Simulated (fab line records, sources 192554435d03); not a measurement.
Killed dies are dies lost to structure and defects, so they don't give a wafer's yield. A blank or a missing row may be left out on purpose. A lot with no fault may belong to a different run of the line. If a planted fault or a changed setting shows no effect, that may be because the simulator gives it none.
fab line records	flow n5Finfet
[record] lots = 7	wafers = 39
route steps=1938 shown FIN_SAQP@102 FIN_CUT@176 MOL_CONTACT_COAG@547 BEOL_M0_SAQP@673 BEOL_M1@818 BEOL_M2@918 BEOL_M5@1160 BEOL_M9@1460 BEOL_M11@1552 BEOL_M14@1753 BEOL_M15@1830
startH: the number of hours between the record's first day and the start of the first shown wafer of the lot	waitH: time in hours since the lot's previous step	" repeats the value in the row above	L1.1+2: several wafers, shown together as one row	- no value present, or no start provided	* or withheld: withheld	< > ~ a bound
route shown NAME@n: a module of which the file shows steps, and the number in the route of the first	usual: mean and standard deviation over wafers with no fault	same: alike in all rows	chamber/n: place in a boat	sites: each site's reading	_std_site: the values' standard deviation	_edge_site: outer sites' mean less inner sites'	radiusMm: for every site, how far away it sits from the centre of the wafer	mask NAME#n: copy n	behind: the most recent tool/chamber to have shaped the wafer	hold: why the lot went on hold/how many hours it stayed there/how the hold came to an end	device: the n, p or np transistor that did not switch	end of line: tests of these same wafers at the route's end	where a step has no rows: the recipe by itself	killed: dies that structure and defects cost at the first sort, which is not the same as the wafer's yield	map: the dies of a wafer, with x for killed, . for not killed, _ for no die there
set.NAME: the setting that was run; set.NAME@STEP: the one run at that earlier step	model.NAME: the simulator's own value behind a step, which no gauge read
lots where settings were altered on purpose, with a table for each step and a row for each wafer
[[steps]]
[step N5_FIN_SAQP_HM_DEP_72]
[recipe] material = SiO2	targetThkA = 120	tempC = 400	precursor = SiH4/N2O	pressureTorr = 0.75	rfW = 275	timeS = 7.2
[step N5_FIN_CUT_CUT_ETCH_15]
[recipe] chemistry = HBr/Cl2/O2	target = Si	targetDepthA = 1000	btTimeS = 10	maskMaterial = SOC	timeS = 42.4	ionEnergyEv = *	biasW = *	pressureMtorr = 10	icpW = 800	HBr_flow_sccm = 150	Cl2_flow_sccm = 80	O2_flow_sccm = 12
[step N5_MOL_CONTACT_COAG_SPUTTER_143]
[recipe] material = Co	targetThkA = 25	tempC = 25	chamberPressurePa = 0.2
[step N5_BEOL_M0_SAQP_ETCH_107]
[recipe] chemistry = CH3F/O2	target = SiNx	targetDepthA = 300	maskMaterial = SOC	pressureMtorr = 30	sourceW = 395	biasW = 73	Ar_flow_sccm = 150	CH3F_flow_sccm = 30	O2_flow_sccm = 20	ionEnergyEv = 120
[step N5_BEOL_M1_SPUTTER_81]
[recipe] material = Cu	targetThkA = 45	tempC = -20	chamberPressurePa = 0.07	powerW = withheld	timeS = 8.29
[step N5_BEOL_M2_SPUTTER_94]
[step N5_BEOL_M5_TRENCH_ETCH_37]
[recipe] chemistry = C4F6/O2	targetDepthA = 716.52	target = SiCOH_lowk	timeS = 24.7	ionEnergyEv = 250	pressureMtorr = 30	sourceW = 345	biasW = 185	Ar_flow_sccm = 300	C4F6_flow_sccm = 10	O2_flow_sccm = 10
[step N5_BEOL_M5_SPUTTER_83]
[recipe] material = Cu	targetThkA = 150	tempC = -20	chamberPressurePa = 0.07	powerW = withheld	timeS = 27.62
[step N5_BEOL_M9_CVD_78]
[recipe] material = Co	targetThkA = 20	tempC = withheld	precursor = CCTBA/H2	pressureTorr = 30	timeS = 138.9
[step N5_BEOL_M11_DESCUM_16]
[recipe] chemistry = O2	timeS = 7.9	sourcePowerW = 50	biasPowerW = 20	pressureMtorr = 20	rfFrequencyHz = 2.712e+07	tempC = 40	resist = CAR-ArF	o2FlowSccm = 225
[step N5_BEOL_M14_TRENCH_ETCH_34]
[recipe] chemistry = C4F8/O2/Ar	target = SiO2	targetDepthA = 5566.5	maskMaterial = SOC	heInnerTorr = 15	heOuterTorr = 30	timeS = 126.9	ionEnergyEv = 800	pressureMtorr = 20	sourceW = 1905	biasW = 2040	Ar_flow_sccm = 400	C4F8_flow_sccm = 16	O2_flow_sccm = 12
[step N5_BEOL_M15_RC_MEAS_101]
[usual] SERP_M14 = 0.162/0.0037	SERP_M5 = 39.9/1.8
lot.wafer	tool	chamber	startH	waitH	set.targetThkA@FIN_SAQP_HM_DEP_72	set.timeS@FIN_CUT_CUT_ETCH_15	set.targetThkA@MOL_CONTACT_COAG_SPUTTER_143	set.targetDepthA@BEOL_M0_SAQP_ETCH_107	set.targetThkA@BEOL_M1_SPUTTER_81	set.targetThkA@BEOL_M2_SPUTTER_94	set.targetDepthA@BEOL_M5_TRENCH_ETCH_37	set.timeS@BEOL_M5_SPUTTER_83	set.targetThkA@BEOL_M9_CVD_78	set.timeS@BEOL_M11_DESCUM_16	set.timeS@BEOL_M14_TRENCH_ETCH_34	SERP_M14[ohm/um]	SERP_M5[ohm/um]
L079.1	prober-01	0	293.06	0.0	120	42.4	29.84	300	60.44	54.62	587.2	31.83	20	7.9	126.9	0.159	57.2
L079.2	"	0	"	"	120	42.4	29.84	300	45	45	587.2	31.83	20	7.9	126.9	0.170	53.8
L079.3	"	0	"	"	120	42.4	25	300	45	45	587.2	27.62	20	7.9	126.9	0.167	54.5
L079.4	"	0	"	"	120	42.4	25	300	60.44	54.62	716.52	31.83	20	7.9	126.9	0.169	42.7
L079.5	"	0	"	"	120	42.4	29.84	300	45	54.62	716.52	27.62	20	7.9	126.9	0.161	40.5
L079.6	"	0	"	"	120	42.4	25	300	60.44	45	716.52	27.62	20	7.9	126.9	0.166	41.8
L083.1	prober-02	0	315.76	0.0	120	56.97	25	300	69.89	37.61	716.52	27.62	20	7.9	168.4	0.123	40.6
L083.2	"	0	"	"	169.6	56.97	25	300	69.89	37.61	545	43.9	9.756	7.9	168.4	0.119	59.9
L083.3	"	0	"	"	169.6	42.4	25	437.6	45	37.61	716.52	27.62	9.756	7.9	126.9	0.166	40.4
L083.4	"	0	"	"	169.6	56.97	25	437.6	45	45	545	43.9	9.756	7.9	126.9	0.154	56.4
L083.5	"	0	"	"	120	42.4	25	300	45	45	545	27.62	20	7.9	126.9	0.155	56.8
L083.6	"	0	"	"	120	42.4	25	437.6	69.89	45	716.52	43.9	20	7.9	168.4	0.119	41.6
L089.1	prober-01	0	339.62	0.1	120	42.4	25	415	65.76	51.87	590	27.62	10.08	7.9	175	0.118	55.4
L089.2	"	0	"	"	120	42.4	25	415	45	45	716.52	27.62	20	7.9	175	0.114	39.6
L089.3	"	0	"	"	120	26.54	25	300	45	45	590	13.41	20	10.58	175	0.116	50.7
L089.4	"	0	"	"	120	26.54	25	300	45	51.87	590	27.62	10.08	10.58	126.9	0.164	50.8
L089.5	"	0	"	"	120	42.4	25	300	65.76	45	716.52	13.41	10.08	7.9	126.9	0.164	39.9
L089.6	"	0	"	"	120	26.54	25	415	65.76	51.87	716.52	13.41	20	10.58	126.9	0.163	39.6
L087.1	prober-02	0	362.74	0.0	120	42.4	25	300	45	23.12	716.52	27.62	20	7.9	126.9	0.164	40.7
L087.2	"	0	"	"	120	42.4	25	150.9	53.56	23.12	716.52	27.62	20	7.9	126.9	0.161	36.9
L087.3	"	0	"	"	120	42.4	36.65	150.9	53.56	45	469.5	27.62	20	7.9	126.9	0.153	73.1
L087.4	"	0	"	"	120	42.4	25	150.9	45	45	469.5	27.62	15.2	7.9	126.9	0.158	67.5
L087.5	"	0	"	"	120	42.4	36.65	300	45	45	716.52	27.62	15.2	7.9	126.9	0.163	41.3
L087.6	"	0	"	"	120	42.4	36.65	300	53.56	23.12	469.5	27.62	15.2	7.9	126.9	0.163	74.0
L091.1	prober-02	0	392.92	0.0	120	42.4	25	300	45	45	716.52	27.62	20	7.9	126.9	0.159	41.0
L091.3	"	0	"	"	120	42.4	25	300	45	45	716.52	27.62	20	7.9	126.9	0.162	41.4
L091.4	"	0	"	"	120	42.4	25	300	45	45	716.52	27.62	20	7.9	126.9	0.153	40.3
L095.1	prober-01	0	397.08	0.0	49.34	55.22	25	300	56.25	62.45	716.52	27.62	20	7.9	155.8	0.132	40.0
L095.2	"	0	"	"	120	42.4	25	300	45	45	716.52	27.62	20	7.9	126.9	0.162	37.9
L095.3	"	0	"	"	49.34	55.22	15.67	420.3	45	62.45	1119	27.62	28.96	7.9	126.9	0.169	21.6
L095.4	"	0	"	"	49.34	42.4	15.67	300	56.25	62.45	1119	31.78	28.96	7.9	155.8	0.134	23.0
L095.5	"	0	"	"	120	55.22	25	420.3	56.25	45	1119	31.78	20	7.9	155.8	0.136	23.0
L095.6	"	0	"	"	120	42.4	15.67	420.3	45	45	716.52	31.78	28.96	7.9	126.9	0.166	38.4
L096.1	prober-02	0	397.84	0.0	120	42.4	38.41	300	45	55.58	496	27.62	20	9.112	126.9	0.155	72.0
L096.2	"	0	"	"	186.5	42.4	25	300	45	45	716.52	27.62	20	7.9	79.02	0.259	41.9
L096.3	"	0	"	"	186.5	42.4	25	300	45	55.58	716.52	27.62	20	7.9	126.9	0.161	42.8
L096.4	"	0	"	"	120	42.4	38.41	300	45	45	716.52	19.21	20	9.112	126.9	0.162	43.8
L096.5	"	0	"	"	186.5	42.4	38.41	300	45	55.58	496	19.21	20	7.9	79.02	0.266	69.6
L096.6	"	0	"	"	120	42.4	25	300	45	45	496	19.21	20	9.112	79.02	0.264	74.9
[[key]]
[split] step = N5_FIN_SAQP_HM_DEP_72	setting = targetThkA	statedAs = 120
response none clear
[split] step = N5_FIN_CUT_CUT_ETCH_15	setting = timeS	statedAs = 42.4
response none clear
[split] step = N5_MOL_CONTACT_COAG_SPUTTER_143	setting = targetThkA	statedAs = 25
response none clear
[split] step = N5_BEOL_M0_SAQP_ETCH_107	setting = targetDepthA	statedAs = 300
response none clear
[split] step = N5_BEOL_M1_SPUTTER_81	setting = targetThkA	statedAs = 45
response none clear
[split] step = N5_BEOL_M2_SPUTTER_94	setting = targetThkA	statedAs = 45
response none clear
[split] step = N5_BEOL_M5_TRENCH_ETCH_37	setting = targetDepthA	statedAs = 716.52
[response] step = N5_BEOL_M15_RC_MEAS_101	reading = SERP_M5	slope = -0.593	per = 1%	togetherWith = all	explained = 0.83
[split] step = N5_BEOL_M5_SPUTTER_83	setting = timeS	statedAs = 27.62
response none clear
[split] step = N5_BEOL_M9_CVD_78	setting = targetThkA	statedAs = 20
response none clear
[split] step = N5_BEOL_M11_DESCUM_16	setting = timeS	statedAs = 7.9
response none clear
[split] step = N5_BEOL_M14_TRENCH_ETCH_34	setting = timeS	statedAs = 126.9
[response] step = N5_BEOL_M15_RC_MEAS_101	reading = SERP_M14	slope = -0.00176	per = 1%	togetherWith = all	explained = 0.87
